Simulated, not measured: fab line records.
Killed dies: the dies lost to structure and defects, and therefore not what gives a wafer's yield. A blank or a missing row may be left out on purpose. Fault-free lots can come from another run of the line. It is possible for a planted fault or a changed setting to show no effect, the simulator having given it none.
Matching of chambers | flow n5Finfet | uvCure-03 running N5_BEOL_M10_CURE_72: 3 sister chambers
The step cures SiCOH lowk, time 120 s. 3 wafers are shown with their chamber, then 12 later ones without.

## WAFERS, EACH WITH ITS CHAMBER
wafer  | chamber | wafer_temp_C_max
L081.6 | 1       | 371.6
L088.4 | 2       | 372.8
L090.6 | 0       | 372.7

## WAFERS WHOSE CHAMBER IS MISSING
wafer  | wafer_temp_C_max
L092.3 | 373.6
L092.4 | 372.8
L092.5 | 373.5
L095.1 | 371.9
L095.4 | 371.7
L095.5 | 371.6
L097.1 | 372.8
L097.4 | 372.7
L097.6 | 373.1
L097.2 | 372.0
L097.3 | 372.2
L097.5 | 373.0

## WHICH CHAMBER EACH WENT THROUGH
wafer  | from the rows above          | in truth
L092.3 | can't be placed: 2 or 0      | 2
L092.4 | can't be placed: 2 or 0      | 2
L092.5 | can't be placed: 2 or 0      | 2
L095.1 | can't be placed: 1 or 0 or 2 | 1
L095.4 | 1                            | 1
L095.5 | 1                            | 1
L097.1 | can't be placed: 2 or 0      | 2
L097.4 | can't be placed: 0 or 2      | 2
L097.6 | can't be placed: 2 or 0      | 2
L097.2 | can't be placed: 1 or 0 or 2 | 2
L097.3 | can't be placed: 0 or 1 or 2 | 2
L097.5 | can't be placed: 2 or 0      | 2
2 of 12 placed correctly. Not placeable from these rows: 10 (in 10, the candidates include the true chamber). Placed wrongly: 0.
How it was worked out, from the rows above alone: a wafer's distance from a chamber is the root of the sum, over the readings, of the square of ((its reading less the chamber's mean) divided by the reading's scatter). If the next closest chamber is less than 2 further off than the closest, the wafer can't be placed; otherwise it belongs to the closest. The mean given for a chamber averages the wafers shown for that chamber. The scatter: with one shown wafer a chamber, the root of the mean of the squares of how far each hidden wafer lies from its nearest shown one.
